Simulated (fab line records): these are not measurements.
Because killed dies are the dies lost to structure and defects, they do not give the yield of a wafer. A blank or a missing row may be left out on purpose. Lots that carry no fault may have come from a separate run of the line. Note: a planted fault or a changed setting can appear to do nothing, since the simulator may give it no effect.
The tool behind it: which one? ; flow n5-finfet ; 24 lots with 72 wafers sampled at 6 steps, on a route of 1938 steps

## WHAT THE GAUGES SHOWED, per wafer
N5_BEOL_M11_OCD_MEAS_38. Usual: trench-depth-nm 149 nm, standard deviation 3.2.
lot;measured;on;trench-depth-nm (nm);flag
L075;day 10 12:01;ocd-01;154 149 150;
L074;day 10 22:45;ocd-02;148 156 149;
L076;day 10 23:13;ocd-01;148 147 152;
L078;day 11 18:44;ocd-01;146 146 152;
L077;day 11 20:52;ocd-01;154 147 146;
L080;day 11 21:14;ocd-02;145 147 148;
L079;day 12 00:37;ocd-02;155 151 149;
L081;day 12 04:20;ocd-01;150 149 146;
L082;day 12 18:26;ocd-02;144 149 149;
L085;day 13 07:31;ocd-02;144 145 149;
L083;day 13 07:39;ocd-01;145 147 154;
L084;day 13 07:11;ocd-02;145 151 145;
L086;day 13 11:38;ocd-02;149 150 145;
L087;day 13 13:40;ocd-01;148 155 148;
L088;day 13 20:48;ocd-01;147 150 145;
L091;day 14 20:08;ocd-02;146 145 149;
L089;day 14 22:49;ocd-01;148 149 153;
L090;day 15 00:22;ocd-02;146 149 144;
L093;day 15 04:27;ocd-02;148 154 148;
L092;day 15 09:27;ocd-01;142 146 146;
L095;day 16 03:17;ocd-01;148 147 145;
L094;day 16 03:56;ocd-01;152 150 148;
L096;day 16 07:50;ocd-02;149 154 154;
L097;day 16 10:14;ocd-02;149 156 148;

## TOOL THAT RAN EACH LOT (tool first, then ch and the chambers of the sampled wafers, then the start)
lot;N5_BEOL_M10_CURE_72;N5_BEOL_M10_SURFACE_TREAT_76;N5_BEOL_M11_ILD_DEP_00;N5_BEOL_M11_STRIP_36;N5_BEOL_M11_STRIP_77
L075;uv-cure-03 ch 0, day 10 03:36;pvd-sputter-02, day 10 06:14;pecvd-03 ch 1,2, day 10 07:28;rie-diel-01 ch 0,1,2, day 10 11:48;rie-diel-01 ch 0,1,2, day 10 12:01 or earlier
L074;uv-cure-01 ch 1, day 10 12:53;pvd-sputter-01, day 10 13:58;pecvd-04 ch 1,2, day 10 15:27;rie-diel-01 ch 0,2,3, day 10 22:32;rie-diel-01 ch 0,2,3, day 10 22:45 or earlier
L076;uv-cure-03 ch 0, day 10 13:44;pvd-sputter-02, day 10 14:29;pecvd-04 ch 1,2, day 10 17:27;rie-diel-01 ch 0,1,2, day 10 22:59;rie-diel-01 ch 0,1,2, day 10 23:13 or earlier
L078;uv-cure-02 ch 0, day 11 11:10;pvd-sputter-02, day 11 12:43;pecvd-01 ch 0,1,2, day 11 14:31;rie-diel-04 ch 1,2,3, day 11 18:31;rie-diel-04 ch 1,2,3, day 11 18:44 or earlier
L077;uv-cure-01 ch 2, day 11 12:16;pvd-sputter-01, day 11 13:16;pecvd-04 ch 0,1, day 11 15:59;rie-diel-04 ch 1,2,3, day 11 20:38;rie-diel-04 ch 1,2,3, day 11 20:52 or earlier
L080;uv-cure-01 ch 1, day 11 15:33;pvd-sputter-03, day 11 16:19;pecvd-04 ch 0,1, day 11 17:36;rie-diel-05 ch 1,3, day 11 21:01;rie-diel-05 ch 1,3, day 11 21:14 or earlier
L079;uv-cure-02 ch 2, day 11 18:54;pvd-sputter-02, day 11 20:01;pecvd-03 ch 0,1,2, day 11 21:26;rie-diel-01 ch 1,2,3, day 12 00:23;rie-diel-01 ch 1,2,3, day 12 00:37 or earlier
L081;uv-cure-01 ch 0, day 11 21:50;pvd-sputter-01, day 11 22:38;pecvd-03 ch 0,1,2, day 12 01:19;rie-diel-05 ch 0,2,3, day 12 04:07;rie-diel-05 ch 0,2,3, day 12 04:20 or earlier
L082;uv-cure-01 ch 0, day 12 11:13;pvd-sputter-03, day 12 12:10;pecvd-01 ch 1,2, day 12 13:43;rie-diel-05 ch 0,1,2, day 12 18:13;rie-diel-05 ch 0,1,2, day 12 18:26 or earlier
L085;uv-cure-03 ch 0, day 13 00:57;pvd-sputter-01, day 13 01:51;pecvd-03 ch 0,1,2, day 13 03:27;rie-diel-05 ch 0,1,3, day 13 07:17;rie-diel-05 ch 0,1,3, day 13 07:31 or earlier
L083;uv-cure-02 ch 0, day 13 01:02;pvd-sputter-01, day 13 01:41;pecvd-01 ch 0,1,2, day 13 02:56;rie-diel-04 ch 1,2,3, day 13 07:25;rie-diel-04 ch 1,2,3, day 13 07:39 or earlier
L084;uv-cure-01 ch 0, day 13 01:06;pvd-sputter-01, day 13 01:58;pecvd-03 ch 0,1,2, day 13 03:45;rie-diel-04 ch 1,2,3, day 13 06:58;rie-diel-04 ch 1,2,3, day 13 07:11 or earlier
L086;uv-cure-02 ch 0, day 13 01:32;pvd-sputter-03, day 13 03:43;pecvd-01 ch 0,1, day 13 05:06;rie-diel-05 ch 0,1,2, day 13 11:25;rie-diel-05 ch 0,1,2, day 13 11:38 or earlier
L087;uv-cure-03 ch 0, day 13 07:46;pvd-sputter-02, day 13 08:43;pecvd-04 ch 1,2, day 13 10:02;rie-diel-04 ch 1,2,3, day 13 13:26;rie-diel-04 ch 1,2,3, day 13 13:40 or earlier
L088;uv-cure-01 ch 0, day 13 12:19;pvd-sputter-03, day 13 13:22;pecvd-04 ch 0,1, day 13 15:17;rie-diel-04 ch 0,1,2, day 13 20:35;rie-diel-04 ch 0,1,2, day 13 20:48 or earlier
L091;uv-cure-01 ch 2, day 14 12:59;pvd-sputter-02, day 14 14:05;pecvd-03 ch 0,1,2, day 14 15:35;rie-diel-04 ch 0,1,2, day 14 19:55;rie-diel-04 ch 0,1,2, day 14 20:08 or earlier
L089;uv-cure-03 ch 2, day 14 16:12;pvd-sputter-03, day 14 17:05;pecvd-01 ch 0,1,2, day 14 18:43;rie-diel-01 ch 0,1,2, day 14 22:36;rie-diel-01 ch 0,1,2, day 14 22:49 or earlier
L090;uv-cure-01 ch 1, day 14 16:20;pvd-sputter-03, day 14 17:07;pecvd-04 ch 0,1,2, day 14 18:50;rie-diel-05 ch 1,2,3, day 15 00:09;rie-diel-05 ch 1,2,3, day 15 00:22 or earlier
L093;uv-cure-03 ch 1, day 14 20:19;pvd-sputter-02, day 14 21:15;pecvd-04 ch 1,2, day 14 23:01;rie-diel-01 ch 2,3, day 15 04:13;rie-diel-01 ch 2,3, day 15 04:27 or earlier
L092;uv-cure-03 ch 1, day 14 23:28;pvd-sputter-01, day 15 00:50;pecvd-04 ch 0,2, day 15 02:20;rie-diel-05 ch 1,3, day 15 09:14;rie-diel-05 ch 1,3, day 15 09:27 or earlier
L095;uv-cure-02 ch 2, day 15 18:35;pvd-sputter-02, day 15 19:35;pecvd-01 ch 0,1,2, day 15 21:37;rie-diel-04 ch 1,2, day 16 03:04;rie-diel-04 ch 1,2, day 16 03:17 or earlier
L094;uv-cure-02 ch 0, day 15 19:11;pvd-sputter-02, day 15 20:16;pecvd-01 ch 0,1, day 15 21:41;rie-diel-01 ch 1,2, day 16 03:42;rie-diel-01 ch 1,2, day 16 03:56 or earlier
L096;uv-cure-02 ch 2, day 16 00:50;pvd-sputter-03, day 16 02:12;pecvd-01 ch 0,1,2, day 16 03:25;rie-diel-01 ch 1,3, day 16 07:37;rie-diel-01 ch 1,3, day 16 07:50 or earlier
L097;uv-cure-01 ch 2, day 16 02:21;pvd-sputter-02, day 16 04:17;pecvd-03 ch 0,1, day 16 05:34;rie-diel-01 ch 0,2,3, day 16 10:01;rie-diel-01 ch 0,2,3, day 16 10:14 or earlier
- N5_BEOL_M10_CURE_72: cures SiCOH lowk, time 120 s.
- N5_BEOL_M10_SURFACE_TREAT_76
- N5_BEOL_M11_ILD_DEP_00: deposits SiCOH lowk from DEMS/porogen, target thk 308.51 nm, time 58 s.
- N5_BEOL_M11_STRIP_36: strips in N2/H2.
- N5_BEOL_M11_STRIP_77: strips in N2/H2, time 10 s.

## WHAT THE TOOLS THEMSELVES READ (means of the sampled wafers that have a number; where no wafer has one, the mark that the record gives instead)
N5_BEOL_M10_CURE_72. Usual: lamp-power-pct 52.31 %, standard deviation 0.056; wafer_temp_C_max 371.7, standard deviation 0.63.
lot;tool;lamp-power-pct (%);wafer_temp_C_max;flag
L075;uv-cure-03;52.31;371.5;
L074;uv-cure-01;52.34;371.6;
L076;uv-cure-03;52.40;371.7;
L078;uv-cure-02;52.36;371.2;
L077;uv-cure-01;52.36;371.7;
L080;uv-cure-01;52.35;371.2;
L079;uv-cure-02;52.34;371.6;
L081;uv-cure-01;52.36;373.0;
L082;uv-cure-01;52.28;372.2;
L085;uv-cure-03;52.33;371.7;
L083;uv-cure-02;52.28;370.8;
L084;uv-cure-01;52.33;372.5;
L086;uv-cure-02;52.33;370.7;
L087;uv-cure-03;52.30;372.0;
L088;uv-cure-01;52.32;372.9;
L091;uv-cure-01;52.31;371.5;
L089;uv-cure-03;52.29;372.5;
L090;uv-cure-01;52.32;371.1;
L093;uv-cure-03;52.33;371.7;
L092;uv-cure-03;52.28;371.4;
L095;uv-cure-02;52.28;371.7;
L094;uv-cure-02;52.35;370.9;
L096;uv-cure-02;52.35;371.4;
L097;uv-cure-01;52.25;371.5;

N5_BEOL_M11_ILD_DEP_00. Usual: heater-power-w 300 W, standard deviation 63; showerhead-plenum-p-Torr 5.739 Torr, standard deviation 0.013; susceptor-temp-C 299.99 C, standard deviation 0.21; throttle-valve-pct 13.7 %, standard deviation 0.66.
lot;tool;heater-power-w (W);showerhead-plenum-p-Torr (Torr);susceptor-temp-C (C);throttle-valve-pct (%);flag
L075;pecvd-03;289;5.755;299.82;13.4;
L074;pecvd-04;226;5.735;300.10;14.0;
L076;pecvd-04;246;5.737;299.96;14.2;
L078;pecvd-01;316;5.736;299.92;13.4;
L077;pecvd-04;287;5.729;299.87;13.7;
L080;pecvd-04;273;5.733;299.87;13.9;
L079;pecvd-03;317;5.751;299.91;13.9;
L081;pecvd-03;324;5.736;299.84;14.0;
L082;pecvd-01;247;5.750;299.91;13.8;
L085;pecvd-03;328;5.752;299.72;13.9;
L083;pecvd-01;319;5.741;300.41;13.5;
L084;pecvd-03;314;5.743;300.09;13.8;
L086;pecvd-01;325;5.744;300.07;13.5;
L087;pecvd-04;258;5.738;300.32;13.5;
L088;pecvd-04;266;5.733;300.03;14.0;
L091;pecvd-03;296;5.748;300.11;13.9;
L089;pecvd-01;327;5.739;300.18;13.6;
L090;pecvd-04;261;5.731;299.84;13.6;
L093;pecvd-04;232;5.738;299.85;13.1;
L092;pecvd-04;276;5.733;300.07;13.1;
L095;pecvd-01;327;5.732;299.99;13.4;
L094;pecvd-01;287;5.749;299.88;13.8;
L096;pecvd-01;335;5.735;300.06;13.5;
L097;pecvd-03;327;5.737;299.93;14.3;

N5_BEOL_M11_STRIP_36. Usual: drypump-motor-current-A 5.8 A, standard deviation 0.52; n2-flow-sccm 200.0 sccm, standard deviation 0.58; oes-product-au 0.80 a.u., standard deviation 0.074; rf-vpp-V 59.0 V, standard deviation 1.7; showerhead-plenum-p-Torr 2.54 Torr, standard deviation 0.08; throttle-valve-pct 23.8 %, standard deviation 0.3.
lot;tool;drypump-motor-current-A (A);n2-flow-sccm (sccm);oes-product-au (a.u.);rf-vpp-V (V);showerhead-plenum-p-Torr (Torr);throttle-valve-pct (%);flag
L075;rie-diel-01;5.9;200.0;0.87;59.4;2.59;23.5;
L074;rie-diel-01;5.8;200.0;0.85;59.8;2.58;23.7;
L076;rie-diel-01;5.9;199.8;0.86;58.9;2.58;23.6;
L078;rie-diel-04;5.8;199.9;0.81;60.1;2.53;23.8;
L077;rie-diel-04;5.8;199.5;0.80;57.7;2.53;23.8;
L080;rie-diel-05;6.1;200.4;0.76;59.3;2.49;24.1;
L079;rie-diel-01;5.4;200.0;0.85;59.6;2.53;23.6;
L081;rie-diel-05;5.7;199.9;0.76;58.1;2.57;23.8;
L082;rie-diel-05;5.6;200.0;0.74;59.8;2.53;23.7;
L085;rie-diel-05;5.9;200.3;0.74;59.8;2.53;23.9;
L083;rie-diel-04;5.8;200.1;0.80;57.4;2.52;23.8;
L084;rie-diel-04;5.8;199.9;0.79;59.3;2.52;23.8;
L086;rie-diel-05;5.5;199.7;0.73;58.5;2.53;23.8;
L087;rie-diel-04;5.8;200.6;0.77;58.2;2.52;23.8;
L088;rie-diel-04;6.2;199.2;0.79;58.8;2.53;24.0;
L091;rie-diel-04;6.2;200.1;0.79;57.3;2.53;24.0;
L089;rie-diel-01;5.8;199.5;0.83;58.6;2.57;23.6;
L090;rie-diel-05;5.8;199.7;0.72;58.8;2.48;24.0;
L093;rie-diel-01;5.3;199.8;0.84;58.0;2.49;23.7;
L092;rie-diel-05;6.1;200.4;0.74;59.8;2.48;24.1;
L095;rie-diel-04;6.1;199.7;0.71;60.5;2.46;24.1;
L094;rie-diel-01;5.4;199.9;0.84;59.4;2.49;23.6;
L096;rie-diel-01;5.3;200.3;0.81;57.6;2.55;23.7;
L097;rie-diel-01;5.8;200.0;0.82;61.2;2.56;23.7;

N5_BEOL_M11_STRIP_77. Usual: drypump-motor-current-A 5.8 A, standard deviation 0.52; n2-flow-sccm 200.1 sccm, standard deviation 0.59; oes-product-au 0.80 a.u., standard deviation 0.073; rf-vpp-V 59.4 V, standard deviation 0.88; showerhead-plenum-p-Torr 2.54 Torr, standard deviation 0.08; throttle-valve-pct 23.76 %, standard deviation 0.3.
lot;tool;drypump-motor-current-A (A);n2-flow-sccm (sccm);oes-product-au (a.u.);rf-vpp-V (V);showerhead-plenum-p-Torr (Torr);throttle-valve-pct (%);flag
L075;rie-diel-01;5.8;200.3;0.87;59.7;2.59;23.53;
L074;rie-diel-01;5.8;199.8;0.86;59.6;2.58;23.70;
L076;rie-diel-01;5.8;199.8;0.86;60.0;2.58;23.54;
L078;rie-diel-04;5.8;200.7;0.80;59.0;2.53;23.77;
L077;rie-diel-04;5.9;200.1;0.80;59.4;2.53;23.76;
L080;rie-diel-05;6.1;200.0;0.76;59.1;2.50;24.09;
L079;rie-diel-01;5.3;200.4;0.85;58.9;2.53;23.61;
L081;rie-diel-05;5.7;199.6;0.76;60.2;2.57;23.76;
L082;rie-diel-05;5.6;200.0;0.73;58.4;2.53;23.76;
L085;rie-diel-05;5.9;200.6;0.75;59.6;2.53;23.88;
L083;rie-diel-04;5.8;200.3;0.79;59.6;2.52;23.79;
L084;rie-diel-04;5.8;200.8;0.78;58.4;2.52;23.79;
L086;rie-diel-05;5.6;199.7;0.73;58.9;2.53;23.77;
L087;rie-diel-04;5.8;200.4;0.79;59.1;2.52;23.78;
L088;rie-diel-04;6.2;200.2;0.79;59.0;2.53;23.96;
L091;rie-diel-04;6.2;200.2;0.79;58.9;2.53;23.97;
L089;rie-diel-01;5.9;200.0;0.83;59.3;2.57;23.58;
L090;rie-diel-05;5.8;200.1;0.73;58.7;2.48;23.99;
L093;rie-diel-01;5.3;200.2;0.84;58.5;2.49;23.73;
L092;rie-diel-05;6.1;199.7;0.73;58.6;2.48;24.12;
L095;rie-diel-04;6.2;200.0;0.71;59.5;2.46;24.11;
L094;rie-diel-01;5.4;200.9;0.84;60.0;2.49;23.56;
L096;rie-diel-01;5.3;199.0;0.79;59.7;2.55;23.73;
L097;rie-diel-01;5.8;200.4;0.81;59.3;2.56;23.77;

## THE ANSWER, worked out from the rows above alone
Rule: a lot is off if the mean of its wafers that have a number lies more than 3 standard deviations from the usual mean. Also off: a lot with no number at a reading for which 4 or more lots have one. The other lots that the step has rows for count as sound. After the gauges, taken in route order, come the tools' own readings; for these a lot's mean is taken, as printed above. The first step at which some lot is off is used, and at that step the reading that is off furthest; a lot without a number counts as furthest.
Nothing can be told from this: no lot is off at any reading shown.

## WHAT THE SIMULATOR HAD INSERTED
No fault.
